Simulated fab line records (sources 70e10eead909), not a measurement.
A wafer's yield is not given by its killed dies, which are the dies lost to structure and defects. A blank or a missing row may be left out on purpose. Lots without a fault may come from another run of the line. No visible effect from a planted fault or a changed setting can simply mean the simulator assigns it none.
What tool caused it? + flow nandHarc + 33 wafers from 11 lots sampled at 5 of the route's 1159 steps

## WHAT THE GAUGES READ, wafer by wafer
NHARC_A_CONTACT_CD_MEAS_15. Usual: cdNm 90.0 nm, standard deviation 0.56.
| lot  | measured     | on       | cdNm (nm)      | flag |
|------|--------------|----------|----------------|------|
| L781 | day 16 18:21 | cdSem-01 | 89.3 89.9 89.5 |      |
| L782 | day 17 03:50 | cdSem-03 | 89.5 89.1 89.5 |      |
| L783 | day 17 09:08 | cdSem-03 | 89.7 89.4 89.5 |      |
| L787 | day 18 06:24 | cdSem-03 | 89.9 90.3 90.0 |      |
| L788 | day 18 12:16 | cdSem-02 | 89.9 90.5 90.1 |      |
| L790 | day 19 13:53 | cdSem-03 | 89.7 89.9 89.9 |      |
| L794 | day 19 22:00 | cdSem-01 | 90.1 90.1 90.6 |      |
| L791 | day 20 01:31 | cdSem-03 | 90.1 89.6 89.8 |      |
| L793 | day 20 02:56 | cdSem-03 | 90.3 90.7 89.7 |      |
| L798 | day 22 11:16 | cdSem-03 | 89.4 89.9 89.7 |      |
| L804 | day 22 16:55 | cdSem-02 | 89.4 89.4 89.5 |      |

NHARC_END_SORT_01. Usual: defectLimitedYield 95.4 %, standard deviation 1.4; killedAtArray 27, standard deviation 10; killedAtOther 0.6, standard deviation 1; killedAtPeriphery 3.4, standard deviation 2.7; killedDies 31, standard deviation 9.7; killedOpen 3.4, standard deviation 1.7; killedShort 2.2, standard deviation 1.5; sort_bin_2_pct 1.4 %, standard deviation 0.57; sort_bin_3_pct 0.25 %, standard deviation 0.23; sort_bin_4_pct 3.0 %, standard deviation 0.94; sortNPass 646, standard deviation 9.7; sortRimYieldPct 95.3 %, standard deviation 3; sortYieldPct 95.4 %, standard deviation 1.4.
| lot  | measured     | on        | defectLimitedYield (%) | killedAtArray | killedAtOther | killedAtPeriphery | killedDies | killedOpen | killedShort | sort_bin_2_pct (%) | sort_bin_3_pct (%) | sort_bin_4_pct (%) | sortNPass   | sortRimYieldPct (%) | sortYieldPct (%) | flag |
|------|--------------|-----------|------------------------|---------------|---------------|-------------------|------------|------------|-------------|--------------------|--------------------|--------------------|-------------|---------------------|------------------|------|
| L793 | day 22 09:22 | prober-02 | 96.2 94.4 95.9         | 26 37 27      | 0 0 1         | 0 1 0             | 26 38 28   | 1 2 2      | 2 4 3       | 1.0 1.5 1.9        | 0.30 0.30 0.30     | 2.5 3.8 1.9        | 651 639 649 | 96.2 92.5 96.2      | 96.2 94.4 95.9   |      |

## TOOL THAT RAN EACH LOT (tool first, then ch and the chambers of the sampled wafers, then the start)
| lot  | NHARC_A_CONTACT_ETCH_110          | NHARC_A_BLC_ETCH_17                          | NHARC_A_M0_SOFTBAKE_04           |
|------|-----------------------------------|----------------------------------------------|----------------------------------|
| L781 | rieDiel-11 ch 1,2,3, day 16 18:38 | rieDiel-13 ch 0,1,3, day 17 00:00 or earlier | lithoTrack-06 ch 0, day 17 00:00 |
| L782 | rieDiel-05 ch 0,1,3, day 17 04:15 | rieDiel-13 ch 1,2,3, day 17 20:00 or earlier | lithoTrack-01 ch 0, day 17 20:00 |
| L783 | rieDiel-11 ch 0,1,3, day 17 09:34 | rieDiel-04 ch 0,1,2, day 17 22:00 or earlier | lithoTrack-01 ch 0, day 17 22:00 |
| L787 | rieDiel-05 ch 0,2,3, day 18 06:41 | rieDiel-04 ch 0,1,2, day 18 14:00 or earlier | lithoTrack-06 ch 0, day 18 14:00 |
| L788 | rieDiel-11 ch 0,1,3, day 18 12:34 | rieDiel-04 ch 1,2,3, day 18 22:00 or earlier | lithoTrack-04 ch 0, day 18 22:00 |
| L790 | rieDiel-05 ch 1,2,3, day 19 14:15 | rieDiel-09 ch 1,2,3, day 19 22:00 or earlier | lithoTrack-04 ch 0, day 19 22:00 |
| L794 | rieDiel-08 ch 0,2,3, day 19 22:25 | rieDiel-04 ch 0,1, day 20 05:00 or earlier   | lithoTrack-04 ch 0, day 20 05:00 |
| L791 | rieDiel-05 ch 1,2,3, day 20 01:49 | rieDiel-04 ch 1,2,3, day 20 14:00 or earlier | lithoTrack-04 ch 0, day 20 14:00 |
| L793 | rieDiel-11 ch 1,2,3, day 20 03:14 | rieDiel-13 ch 0,1, day 20 14:00 or earlier   | lithoTrack-01 ch 0, day 20 14:00 |
| L798 | rieDiel-05 ch 0,2,3, day 22 11:34 | rieDiel-04 ch 1,3, day 23 00:00 or earlier   | lithoTrack-04 ch 0, day 23 00:00 |
| L804 | rieDiel-08 ch 0,1,3, day 22 17:13 | rieDiel-04 ch 1,2,3, day 23 02:00 or earlier | lithoTrack-04 ch 0, day 23 02:00 |
- NHARC_A_CONTACT_ETCH_110: etches the open film in CF4/O2, target depth 50 nm, overetch 5 nm, time 27.5 s.
- NHARC_A_BLC_ETCH_17: etches the open film in N2/H2, target depth 390 nm, time 609.38 s.
- NHARC_A_M0_SOFTBAKE_04: time 55 s.

## WHAT THE TOOLS THEMSELVES READ (means of the sampled wafers that have a number; where no wafer has one, the mark that the record gives instead)
NHARC_A_CONTACT_ETCH_110. Usual: cf4FlowSccm 80.01 sccm, standard deviation 0.24; chamberPressureMTorr 29.998 mTorr, standard deviation 0.026; drypumpMotorCurrentA 6.0 A, standard deviation 0.38; oesProductAu 1.004 a.u., standard deviation 0.007; rfVppV 198.3 V, standard deviation 1.3; showerheadPlenumPTorr 1.36 Torr, standard deviation 0.05; throttleValvePct 13.396 %, standard deviation 0.0087.
| lot  | tool       | cf4FlowSccm (sccm) | chamberPressureMTorr (mTorr) | drypumpMotorCurrentA (A) | oesProductAu (a.u.) | rfVppV (V) | showerheadPlenumPTorr (Torr) | throttleValvePct (%) | flag |
|------|------------|--------------------|------------------------------|--------------------------|---------------------|------------|------------------------------|----------------------|------|
| L781 | rieDiel-11 | 79.93              | 30.009                       | 6.1                      | 1.015               | 196.7      | 1.31                         | 13.398               |      |
| L782 | rieDiel-05 | 80.22              | 29.993                       | 5.8                      | 1.003               | 199.5      | 1.40                         | 13.393               |      |
| L783 | rieDiel-11 | 79.99              | 29.981                       | 6.2                      | 1.000               | 196.7      | 1.33                         | 13.402               |      |
| L787 | rieDiel-05 | 79.71              | 30.004                       | 6.1                      | 1.001               | 198.3      | 1.39                         | 13.393               |      |
| L788 | rieDiel-11 | 80.05              | 30.026                       | 6.2                      | 1.008               | 197.6      | 1.33                         | 13.396               |      |
| L790 | rieDiel-05 | 80.02              | 30.000                       | 5.8                      | 1.005               | 198.0      | 1.39                         | 13.398               |      |
| L794 | rieDiel-08 | 79.86              | 29.999                       | 5.7                      | 1.006               | 198.0      | 1.36                         | 13.402               |      |
| L791 | rieDiel-05 | 80.24              | 29.998                       | 5.8                      | 1.001               | 199.4      | 1.39                         | 13.396               |      |
| L793 | rieDiel-11 | 80.07              | 30.010                       | 6.1                      | 0.999               | 198.4      | 1.31                         | 13.395               |      |
| L798 | rieDiel-05 | 79.93              | 30.009                       | 6.1                      | 1.002               | 198.6      | 1.38                         | 13.393               |      |
| L804 | rieDiel-08 | 80.02              | 29.975                       | 5.8                      | 1.002               | 199.4      | 1.36                         | 13.400               |      |

NHARC_A_BLC_ETCH_17. Usual: chamberPressureMTorr 29.999 mTorr, standard deviation 0.029; drypumpMotorCurrentA 5.6 A, standard deviation 0.42; h2FlowSccm 150.0 sccm, standard deviation 0.44; oesProductAu 0.999 a.u., standard deviation 0.0067; rfVppV 430.4 V, standard deviation 2.3; showerheadPlenumPTorr 2.03 Torr, standard deviation 0.078; throttleValvePct 14.171 %, standard deviation 0.0099.
| lot  | tool       | chamberPressureMTorr (mTorr) | drypumpMotorCurrentA (A) | h2FlowSccm (sccm) | oesProductAu (a.u.) | rfVppV (V) | showerheadPlenumPTorr (Torr) | throttleValvePct (%) | flag |
|------|------------|------------------------------|--------------------------|-------------------|---------------------|------------|------------------------------|----------------------|------|
| L781 | rieDiel-13 | 30.012                       | 5.8                      | 149.4             | 0.994               | 431.9      | 2.08                         | 14.176               |      |
| L782 | rieDiel-13 | 29.985                       | 5.7                      | 149.8             | 1.001               | 430.0      | 2.03                         | 14.168               |      |
| L783 | rieDiel-04 | 30.025                       | 5.4                      | 150.1             | 0.994               | 430.8      | 2.07                         | 14.168               |      |
| L787 | rieDiel-04 | 29.961                       | 5.5                      | 149.8             | 0.994               | 430.9      | 2.07                         | 14.174               |      |
| L788 | rieDiel-04 | 30.008                       | 5.7                      | 149.8             | 0.999               | 430.1      | 2.01                         | 14.167               |      |
| L790 | rieDiel-09 | 29.980                       | 5.1                      | 150.1             | 1.002               | 431.6      | 2.06                         | 14.167               |      |
| L794 | rieDiel-04 | 29.998                       | 5.2                      | 149.9             | 1.002               | 430.8      | 2.04                         | 14.170               |      |
| L791 | rieDiel-04 | 30.021                       | 5.7                      | 150.1             | 0.994               | 430.4      | 2.01                         | 14.165               |      |
| L793 | rieDiel-13 | 29.994                       | 5.6                      | 149.8             | 0.990               | 432.3      | 2.08                         | 14.170               |      |
| L798 | rieDiel-04 | 30.002                       | 5.3                      | 149.8             | 1.000               | 429.2      | 1.99                         | 14.163               |      |
| L804 | rieDiel-04 | 30.001                       | 5.7                      | 149.7             | 1.003               | 429.7      | 2.01                         | 14.173               |      |

NHARC_A_M0_SOFTBAKE_04. Usual: heaterPowerTotalW 188.45 W, standard deviation 0.13; resistLineTempC 23.00 C, standard deviation 0.11.
| lot  | tool          | heaterPowerTotalW (W) | resistLineTempC (C) | flag |
|------|---------------|-----------------------|---------------------|------|
| L781 | lithoTrack-06 | 188.49                | 22.84               |      |
| L782 | lithoTrack-01 | 188.35                | 23.03               |      |
| L783 | lithoTrack-01 | 188.41                | 23.03               |      |
| L787 | lithoTrack-06 | 188.38                | 22.80               |      |
| L788 | lithoTrack-04 | 188.44                | 23.13               |      |
| L790 | lithoTrack-04 | 188.48                | 23.09               |      |
| L794 | lithoTrack-04 | 188.41                | 22.96               |      |
| L791 | lithoTrack-04 | 188.41                | 22.99               |      |
| L793 | lithoTrack-01 | 188.47                | 23.01               |      |
| L798 | lithoTrack-04 | 193.17                | 22.91               | OFF  |
| L804 | lithoTrack-04 | 190.87                | 22.99               | OFF  |

## THE ANSWER, worked out from the rows above alone
Rule: lot off if the mean of its wafers having a number is beyond 3 standard deviations from the usual mean. A lot without any number at a reading at which 4 lots or more have one is off too. All remaining lots with rows at the step are treated as sound. First the gauges in route order, then the tools' own readings, where a lot's mean is used as printed above. At the first step where some lot is off, the reading lying furthest off is the one used; lots without a number count as furthest.
Off, at NHARC_A_M0_SOFTBAKE_04 on heaterPowerTotalW: L798, L804.
A tool fits if, at that step or a process step before it, it ran every lot that is off, and no sound lot after the first of them. NHARC_A_BLC_ETCH_17: start missing for some lots; hours and lot order therefore follow NHARC_A_M0_SOFTBAKE_04. Undecided on this evidence; 2 tools fit (rieDiel-04 at NHARC_A_BLC_ETCH_17, lithoTrack-04 at NHARC_A_M0_SOFTBAKE_04).

## WHAT THE SIMULATOR HAD INSERTED
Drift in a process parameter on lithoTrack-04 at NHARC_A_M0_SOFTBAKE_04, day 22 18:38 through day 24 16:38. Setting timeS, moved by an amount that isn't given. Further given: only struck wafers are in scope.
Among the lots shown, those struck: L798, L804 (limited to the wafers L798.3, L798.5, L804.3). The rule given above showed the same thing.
